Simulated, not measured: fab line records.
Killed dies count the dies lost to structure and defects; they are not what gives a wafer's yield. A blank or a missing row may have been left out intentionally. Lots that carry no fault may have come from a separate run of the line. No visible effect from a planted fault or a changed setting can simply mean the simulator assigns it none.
fab line records | flow n5-finfet
record: lots: 6 wafers: 18 last-day: 17
route steps=1938 shown BEOL_M14@1725 PASSIVATION@1936
lots that met no fault: taken from a fault-free run of the same line
start-h: hours from the record's opening day to when the first of the lot's shown wafers began | wait-h: hours since the lot's step before | " the same as in the row above | L1.1+2: a row that stands for several wafers | - no value, or no start was given | * or withheld: withheld | < > ~ a bound
route shown NAME@n: names a module that has steps shown in the file, with the first one's number in the route | usual: mean/standard deviation of fault-free wafers | same: alike in all rows | chamber/n: place in a boat | sites: readings site by site | _std_site: standard deviation across them | _edge_site: the outer-site mean with the inner-site mean subtracted | radius-mm: how far each site lies from the wafer's centre | mask NAME#n: copy n | behind: the most recent tool/chamber to have shaped the wafer | hold: what put the lot on hold/how long, in hours/how the hold closed | device: whichever transistor did not switch (one of n, p or np) | end of line: tests of these same wafers at the route's end | a step with no rows: only its recipe | killed: the dies lost at the first sort to structure and to defects; this is not the yield of the wafer | map: shows each die of a wafer: x if killed, . if not, _ if none is there
set.NAME: the setting that was run; set.NAME@STEP: the one run at that earlier step | model.NAME: the simulator's own value behind a step, which no gauge read
lots seen at some steps along the route; tables by step, rows by wafer
services: from which hour (start-h, from the record's first day; less than 0 if before it) a tool's chamber was out of use, for how many hours, and why
== steps ==
step: N5_BEOL_M14_HARDBAKE_14
recipe: temp-c: 130 time-s: 120
step: N5_BEOL_M14_CD_MEAS_10
recipe: target-cd-nm: 250 landing-energy-ev: 500 detector: se-inlens polarity: opening
usual: cd-nm: 248.8/1.2
columns lot.wafer tool chamber start-h wait-h cd-nm
L979.1 cd-sem-02 0 283.48 - 249.2
L979.2 " 0 " " 249.8
L979.4 " 0 " " 250.4
L983.1 cd-sem-03 0 313.77 - 246.9
L983.3 " 0 " " 249.2
L983.5 " 0 " " 248.0
L988.2 cd-sem-03 0 329.21 - 250.3
L988.3 " 0 " " 249.8
L988.6 " 0 " " 250.5
L992.4 cd-sem-03 0 346.97 - 248.6
L992.5 " 0 " " 248.4
L992.6 " 0 " " 248.3
L997.2 cd-sem-01 0 378.99 - 250.5
L997.3 " 0 " " 249.4
L997.5 " 0 " " 249.7
L998.2 cd-sem-03 0 387.02 - 249.4
L998.3 " 0 " " 250.6
L998.4 " 0 " " 251.3
step: N5_BEOL_M14_OVL_MEAS_11
recipe: points-per-wafer: 44
usual: V13_OVL: 1/5.8
columns lot.wafer tool chamber start-h wait-h V13_OVL[nm]
L979.1 overlay-02 0 283.51 0.0 5
L979.2 " 0 " " 3
L979.4 " 0 " " 5
L983.1 overlay-01 0 313.80 0.0 5
L983.3 " 0 " " 6
L983.5 " 0 " " 8
L988.2 overlay-01 0 329.24 0.0 11
L988.3 " 0 " " -2
L988.6 " 0 " " 1
L992.4 overlay-02 0 347.00 0.0 -6
L992.5 " 0 " " -6
L992.6 " 0 " " -2
L997.2 overlay-02 0 379.02 0.0 -5
L997.3 " 0 " " 2
L997.5 " 0 " " -5
L998.2 overlay-02 0 387.05 0.0 6
L998.3 " 0 " " 10
L998.4 " 0 " " 5
step: N5_BEOL_M14_INSPECT_12
recipe: mode: adi inspect-instrument: macro
usual: raw-defect-count: 1.9/1.4
columns lot.wafer tool chamber start-h wait-h raw-defect-count
L979.1 defect-inspect-02 - 283.54 0.0 0
L979.2 " - " " 3
L979.4 " - " " 0
L983.1 defect-inspect-02 - 313.82 0.0 1
L983.3 " - " " 2
L983.5 " - " " 2
L988.2 defect-inspect-01 - 329.26 0.0 3
L988.3 " - " " 1
L988.6 " - " " 2
L992.4 defect-inspect-01 - 347.03 0.0 4
L992.5 " - " " 3
L992.6 " - " " 2
L997.2 defect-inspect-01 - 379.04 0.0 0
L997.3 " - " " 7
L997.5 " - " " 2
L998.2 defect-inspect-02 - 387.07 0.0 3
L998.3 " - " " 1
L998.4 " - " " 2
step: N5_BEOL_M14_DESCUM_15
recipe: chemistry: O2 time-s: 7.9 source-power-w: 50 bias-power-w: 20 pressure-mtorr: 20 rf-frequency-hz: 2.712e+07 temp-c: 40 o2-flow-sccm: 225
usual: drypump-motor-current-A: 5.7/0.36 oes-product-au: 0.81/0.088 rf-vpp-V: 243.5/1.4 showerhead-plenum-p-Torr: 2.11/0.075 throttle-valve-pct: 20.48/0.26
columns lot.wafer tool chamber start-h wait-h drypump-motor-current-A oes-product-au rf-hours-counter-h rf-vpp-V showerhead-plenum-p-Torr throttle-valve-pct
L979.1 rie-diel-03 2 283.57 0.0 5.6 0.77 142 244.8 2.19 20.65
L979.2 " 0 " " 6.0 1.02 1 245.2 2.15 20.49
L979.4 " 2 " " 5.7 0.77 - 244.5 2.19 20.66
L983.1 rie-diel-03 1 313.88 0.1 5.8 0.83 81 244.9 2.21 20.18
L983.3 " 3 " " 5.1 0.98 4 245.2 2.23 20.29
L983.5 " 2 " " 5.6 0.76 - 245.1 2.19 20.65
L988.2 rie-diel-06 3 329.33 0.1 5.4 0.78 140 243.2 2.10 20.35
L988.3 " 1 " " 5.8 0.77 129 239.8 2.01 20.74
L988.6 " 0 " " 5.8 0.72 - 243.9 2.09 20.63
L992.4 rie-diel-06 2 347.13 0.1 6.8 0.70 240 241.9 2.06 20.97
L992.5 " 0 " " 5.8 0.72 - 243.0 2.08 20.62
L992.6 " 3 " " 5.4 0.77 - 242.5 2.09 20.37
L997.2 rie-diel-03 3 379.13 0.1 5.1 0.91 29 246.1 2.22 20.32
L997.3 " 2 " " 5.6 0.74 177 243.6 2.18 20.71
L997.5 " 2 " " 5.6 0.74 - 245.0 2.18 20.70
L998.2 rie-diel-03 0 387.11 0.0 6.0 0.91 37 242.5 2.14 20.55
L998.3 " 2 " " 5.7 0.73 179 243.6 2.18 20.71
L998.4 " 3 " " 5.1 0.91 32 245.9 2.22 20.34
step: N5_BEOL_M14_ETCH_59
recipe: chemistry: N2/H2 target: BARC target-depth-a: 890 overetch-a: 267 time-s: 67.9 ion-energy-ev: 200 pressure-mtorr: 30 source-w: 840 bias-w: 150 n2-flow-sccm: 200 h2-flow-sccm: 200
usual: drypump-motor-current-A: 5.7/0.36 h2-flow-sccm: 200.0/0.62 oes-product-au: 0.69/0.071 rf-vpp-V: 524.5/2.6 showerhead-plenum-p-Torr: 2.56/0.086 throttle-valve-pct: 17.90/0.28
columns lot.wafer tool chamber start-h wait-h drypump-motor-current-A h2-flow-sccm oes-product-au rf-hours-counter-h rf-vpp-V showerhead-plenum-p-Torr throttle-valve-pct
L979.1 rie-diel-03 2 283.61 0.0 5.7 200.2 0.65 142 527.6 2.65 18.00
L979.2 " 0 " " 6.0 200.0 0.85 1 526.2 2.60 17.89
L979.4 " 2 " " 5.7 200.7 0.65 - 525.5 2.65 17.99
L983.1 rie-diel-03 1 313.91 0.0 5.8 200.3 0.71 81 527.2 2.67 17.53
L983.3 " 3 " " 5.1 199.8 0.83 4 526.5 2.71 17.67
L983.5 " 2 " " 5.7 201.1 0.65 - 524.5 2.65 18.01
L988.2 rie-diel-06 3 329.37 0.0 5.4 199.8 0.67 140 523.6 2.55 17.79
L988.3 " 1 " " 5.8 200.6 0.67 129 522.1 2.44 18.24
L988.6 " 0 " " 5.8 200.2 0.62 - 523.9 2.53 18.01
L992.4 rie-diel-06 2 347.16 0.0 6.9 200.7 0.60 240 524.4 2.50 18.27
L992.5 " 0 " " 5.8 199.1 0.61 - 524.3 2.53 18.01
L992.6 " 3 " " 5.4 199.4 0.67 - 522.8 2.54 17.81
L997.2 rie-diel-03 3 379.16 0.0 5.1 199.2 0.78 29 530.2 2.70 17.71
L997.3 " 2 " " 5.6 198.5 0.64 177 526.6 2.64 18.07
L997.5 " 2 " " 5.6 198.3 0.64 - 526.1 2.64 18.05
L998.2 rie-diel-03 0 387.14 0.0 6.0 200.4 0.76 37 524.9 2.59 17.94
L998.3 " 2 " " 5.7 201.0 0.64 179 525.3 2.64 18.05
L998.4 " 3 " " 5.1 199.5 0.77 32 527.5 2.70 17.70
step: N5_BEOL_M14_VIA_ETCH_16
recipe: chemistry: C4F8/O2/Ar target: SiO2 he-inner-torr: 15 he-outer-torr: 30 target-depth-a: 12313 time-s: withheld ion-energy-ev: 800 pressure-mtorr: 20 source-w: 1905 bias-w: 2040 Ar_flow_sccm: 400 C4F8_flow_sccm: 16 O2_flow_sccm: 12 ends: cleared
usual: C4F8_flow_sccm: 16.00/0.045 drypump-motor-current-A: 5.7/0.36 oes_o_777_au: 0.81/0.083 oes-product-au: 0.73/0.078 rf-vpp-V: 2227/13 showerhead-plenum-p-Torr: 3.47/0.11 throttle-valve-pct: 30.95/0.29
columns lot.wafer tool chamber start-h wait-h C4F8_flow_sccm drypump-motor-current-A oes_o_777_au oes-product-au rf-vpp-V showerhead-plenum-p-Torr throttle-valve-pct
L979.1 rie-diel-03 2 283.66 0.0 16.02 5.7 0.77 0.70 2242 3.58 30.96
L979.2 " 0 " " 15.98 6.0 1.02 0.91 2237 3.52 31.05
L979.4 " 2 " " 15.98 5.6 0.77 0.70 2241 3.58 30.99
L983.1 rie-diel-03 1 313.96 0.0 15.99 5.8 0.82 0.75 2217 3.62 30.64
L983.3 " 3 " " 15.91 5.1 0.97 0.88 2243 3.66 30.87
L983.5 " 2 " " 15.89 5.7 0.76 0.69 2239 3.57 31.02
L988.2 rie-diel-06 3 329.42 0.0 16.03 5.4 0.79 0.71 2237 3.45 30.82
L988.3 " 1 " " 15.96 5.8 0.79 0.70 2206 3.32 31.28
L988.6 " 0 " " 15.97 5.8 0.72 0.65 2217 3.42 30.95
L992.4 rie-diel-06 2 347.21 0.0 16.02 6.9 0.70 0.62 2236 3.40 31.44
L992.5 " 0 " " 16.06 5.8 0.72 0.64 2216 3.42 30.96
L992.6 " 3 " " 15.99 5.5 0.79 0.70 2236 3.45 30.82
L997.2 rie-diel-03 3 379.21 0.0 16.06 5.1 0.90 0.82 2241 3.65 30.90
L997.3 " 2 " " 15.93 5.6 0.74 0.67 2239 3.56 31.03
L997.5 " 2 " " 15.95 5.6 0.74 0.67 2239 3.56 31.00
L998.2 rie-diel-03 0 387.20 0.0 16.03 6.0 0.90 0.82 2233 3.50 31.08
L998.3 " 2 " " 16.00 5.7 0.75 0.66 2239 3.56 31.03
L998.4 " 3 " " 16.02 5.1 0.90 0.82 2240 3.65 30.90
step: N5_BEOL_M14_STRIP_63
recipe: chemistry: O2 power-w: 600 temp-c: 60 pressure-mtorr: 30 rf-frequency-hz: 6e+07 bias-power-w: 0 overash-fraction: 0.3 o2-flow-sccm: 225
usual: drypump-motor-current-A: 5.7/0.36 oes-product-au: 0.81/0.088 rf-vpp-V: 3.8/0.77 showerhead-plenum-p-Torr: 2.12/0.075 throttle-valve-pct: 16.72/0.26
same: overash-fraction: 0.3
columns lot.wafer tool chamber start-h wait-h drypump-motor-current-A oes-product-au rf-hours-counter-h rf-vpp-V showerhead-plenum-p-Torr throttle-valve-pct
L979.1 rie-diel-03 2 - - 5.6 0.76 142 3.2 2.19 16.92
L979.2 " 0 " " 6.0 1.02 1 4.6 2.16 16.63
L979.4 " 2 " " 5.7 0.76 - 3.2 2.19 16.90
L983.1 rie-diel-03 1 - - 5.8 0.83 81 4.1 2.21 16.41
L983.3 " 3 " " 5.1 0.97 5 3.7 2.24 16.47
L983.5 " 2 " " 5.7 0.75 - 4.6 2.19 16.94
L988.2 rie-diel-06 3 - - 5.4 0.78 140 4.5 2.10 16.60
L988.3 " 1 " " 5.8 0.78 129 4.9 2.01 16.97
L988.6 " 0 " " 5.8 0.72 - 3.3 2.09 16.85
L992.4 rie-diel-06 2 - - 6.8 0.68 240 3.8 2.06 17.23
L992.5 " 0 " " 5.7 0.71 - 3.7 2.09 16.89
L992.6 " 3 " " 5.4 0.78 - 4.3 2.10 16.61
L997.2 rie-diel-03 3 - - 5.1 0.92 30 5.3 2.23 16.53
L997.3 " 2 " " 5.6 0.75 177 3.3 2.18 16.94
L997.5 " 2 " " 5.6 0.74 - 2.7 2.18 16.98
L998.2 rie-diel-03 0 - - 6.0 0.90 37 3.9 2.14 16.75
L998.3 " 2 " " 5.6 0.73 179 4.2 2.18 16.98
L998.4 " 3 " " 5.1 0.93 32 3.9 2.23 16.52
step: N5_BEOL_M14_STRIP_64
recipe: chemistry: O2 power-w: 600 temp-c: 60 pressure-mtorr: 30 rf-frequency-hz: 6e+07 bias-power-w: 0 overash-fraction: 0.3 o2-flow-sccm: 225
usual: drypump-motor-current-A: 5.7/0.36 oes-product-au: 0.81/0.088 rf-vpp-V: 3.6/0.45 showerhead-plenum-p-Torr: 2.12/0.075 throttle-valve-pct: 16.71/0.26
same: overash-fraction: 0.3
columns lot.wafer tool chamber start-h wait-h drypump-motor-current-A oes-product-au rf-hours-counter-h rf-vpp-V showerhead-plenum-p-Torr throttle-valve-pct
L979.1 rie-diel-03 2 - - 5.7 0.77 142 3.4 2.19 16.90
L979.2 " 0 " " 6.0 1.02 1 3.4 2.16 16.65
L979.4 " 2 " " 5.7 0.76 - 4.0 2.19 16.90
L983.1 rie-diel-03 1 - - 5.8 0.82 81 4.2 2.21 16.45
L983.3 " 3 " " 5.1 0.98 5 4.0 2.24 16.46
L983.5 " 2 " " 5.6 0.76 - 3.6 2.19 16.93
L988.2 rie-diel-06 3 - - 5.4 0.78 140 3.4 2.10 16.61
L988.3 " 1 " " 5.8 0.77 129 2.9 2.01 16.95
L988.6 " 0 " " 5.8 0.72 - 4.1 2.09 16.88
L992.4 rie-diel-06 2 - - 6.8 0.70 240 4.1 2.06 17.23
L992.5 " 0 " " 5.8 0.72 - 3.3 2.09 16.90
L992.6 " 3 " " 5.4 0.78 - 4.0 2.10 16.60
L997.2 rie-diel-03 3 - - 5.1 0.92 30 2.8 2.23 16.52
L997.3 " 2 " " 5.7 0.73 177 3.7 2.18 16.95
L997.5 " 2 " " 5.6 0.74 - 3.5 2.18 16.97
L998.2 rie-diel-03 0 - - 6.0 0.91 37 3.5 2.14 16.70
L998.3 " 2 " " 5.6 0.74 179 4.4 2.18 16.96
L998.4 " 3 " " 5.1 0.91 32 3.7 2.23 16.54
step: N5_BEOL_M14_STRIP_71
recipe: chemistry: post-etch-residue-remover time-s: 60 temp-c: 25 remover-ph: withheld remover-water-wt-pct: withheld remover-fluoride-wt-pct: withheld
step: N5_BEOL_M14_SRD_72
recipe: time-s: 30 temp-c: 23 rinse-liquid: diw dry: n2-spin spin-rpm: 1500 dry-time-s: 30
step: N5_BEOL_M14_CD_MEAS_17
recipe: target-cd-nm: 250 polarity: opening
usual: cd-nm: 249.6/1.4
columns lot.wafer tool chamber start-h wait-h cd-nm
L979.1 cd-sem-03 - 284.00 0.0 249.2
L979.2 " - " " 249.9
L979.4 " - " " 250.8
L983.1 cd-sem-03 - 314.33 0.0 247.7
L983.3 " - " " 250.0
L983.5 " - " " 248.8
L988.2 cd-sem-01 - 329.81 0.0 251.3
L988.3 " - " " 250.5
L988.6 " - " " 251.7
L992.4 cd-sem-02 - 347.60 0.0 250.6
L992.5 " - " " 250.9
L992.6 " - " " 249.3
L997.2 cd-sem-03 - 379.56 0.0 251.6
L997.3 " - " " 250.0
L997.5 " - " " 250.2
L998.2 cd-sem-01 - 387.54 0.0 250.9
L998.3 " - " " 251.7
L998.4 " - " " 251.7
step: N5_BEOL_M14_COAT_65
recipe: resist: SOC temp-c: 250 time-s: 60 spin-rpm: 1500 resist-thk-nm: 450
usual: spin-speed-rpm: 1499.8/1.2
columns lot.wafer tool chamber start-h wait-h spin-speed-rpm model.SOC_of_BEOL_M14_COAT_65.thk-nm
L979.1 litho-track-01 0 284.04 0.0 1498.9 449.6
L979.2 " 0 " " 1501.4 451.4
L979.4 " 0 " " 1501.5 450.6
L983.1 litho-track-04 0 314.37 0.0 1445.1 459
L983.3 " 0 " " 1443.2 459.6
L983.5 " 0 " " 1445.8 459
L988.2 litho-track-04 0 329.84 0.0 1442.0 459.8
L988.3 " 0 " " 1442.9 458.6
L988.6 " 0 " " 1443.2 459.6
L992.4 litho-track-01 0 347.64 0.0 1501.2 450.8
L992.5 " 0 " " 1499.6 450
L992.6 " 0 " " 1499.6 450.8
L997.2 litho-track-01 0 379.60 0.0 1499.2 448.4
L997.3 " 0 " " 1497.8 448.6
L997.5 " 0 " " 1499.8 449
L998.2 litho-track-04 0 387.58 0.0 1502.0 449.4
L998.3 " 0 " " 1501.0 448.8
L998.4 " 0 " " 1500.9 448.4
step: N5_BEOL_M14_COAT_66
recipe: resist: SiARC temp-c: 220 time-s: 60 spin-rpm: 1500 resist-thk-nm: 110
step: N5_PASSIVATION_PROBE_49
usual: defect-limited-yield: 91.1/1.4 killed_at_M0_to_M3: 33/10 killed_at_M4_up: 15/5.8 killed-at-contacts: 13/5.9 killed-at-front-end: 39/11 killed-at-other: 4/3.6 killed-dies: 105/16 killed-on-rim: 13/3.7 killed-open: 68/11 killed-short: 34/7.8 sort_bin_5_function: 5.2/0.88 sort_bin_6_memory: 3.3/0.61 sort-n-pass: 1075/16 sort-yield-pct: 91.1/1.4
same: gross-dies: 1180 killed-at-back-side: 0 sort_bin_4_leakage[%]: 0 sort_bin_8_speed[%]: 0
columns lot.wafer tool chamber start-h wait-h defect-limited-yield[%] killed_at_M0_to_M3 killed_at_M4_up killed-at-contacts killed-at-front-end killed-at-other killed-dies killed-on-rim killed-open killed-short sort_bin_5_function[%] sort_bin_6_memory[%] sort-n-pass sort-yield-pct[%]
L988.6 prober-02 - 354.05 0.3 91.0 35 17 16 33 5 106 15 66 37 5.8 2.9 1074 91.0
killed by level:class
L988.6 MOL_CONTACT_COAG:geometric-particle:open=11 BEOL_M4:geometric-particle:open=10 FIN_SAQP:geometric-particle:short=8 GATE_CUT:geometric-particle:short=6 BEOL_M1:geometric-particle:open=6 BEOL_M2:geometric-particle:open=6 BEOL_M3:geometric-particle:open=5 DUMMY_GATE:geometric-particle:open=4
== services ==
columns tool chamber start-h hours kind
rie-diel-03 - 267.25 1.6 repair
rie-diel-03 3 279.88 - clean
rie-diel-03 3 279.88 - consumable-replace:focus-ring
rie-diel-03 3 279.88 - consumable-replace:showerhead
rie-diel-03 3 279.88 20.9 scheduled-down
rie-diel-03 3 279.88 20.9 vent-cycle
litho-track-01 - 319.78 - consumable-replace:filter
litho-track-01 - 320.16 - consumable-replace:filter
rie-diel-03 2 330.71 4.4 repair
rie-diel-06 - 370.27 2.8 pm
rie-diel-06 2 379.23 - clean
rie-diel-06 2 379.23 - consumable-replace:esc
rie-diel-06 2 379.23 - consumable-replace:focus-ring
rie-diel-06 2 379.23 23.6 scheduled-down
rie-diel-06 2 379.23 23.6 vent-cycle
== key ==
first-sign: step: N5_BEOL_M14_COAT_65 reading: spin-speed-rpm direction: down sigmas: 47 usual: * struck: *
effect none on later readings
model-effect: step: N5_BEOL_M14_COAT_65 value: SOC_of_BEOL_M14_COAT_65.thk-nm without: 450.5 struck: 459.3
met-at N5_BEOL_M14_COAT_65
struck-wafers L983.1,L983.3,L983.5,L988.2,L988.3,L988.6
fault: kind: process-parameter-drift tool: litho-track-04 chamber: - onset-h: 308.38 steps: N5_BEOL_M14_COAT_65 channel: spin-rpm offset: * shape: step end-h: 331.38 acts-in: * stated: *
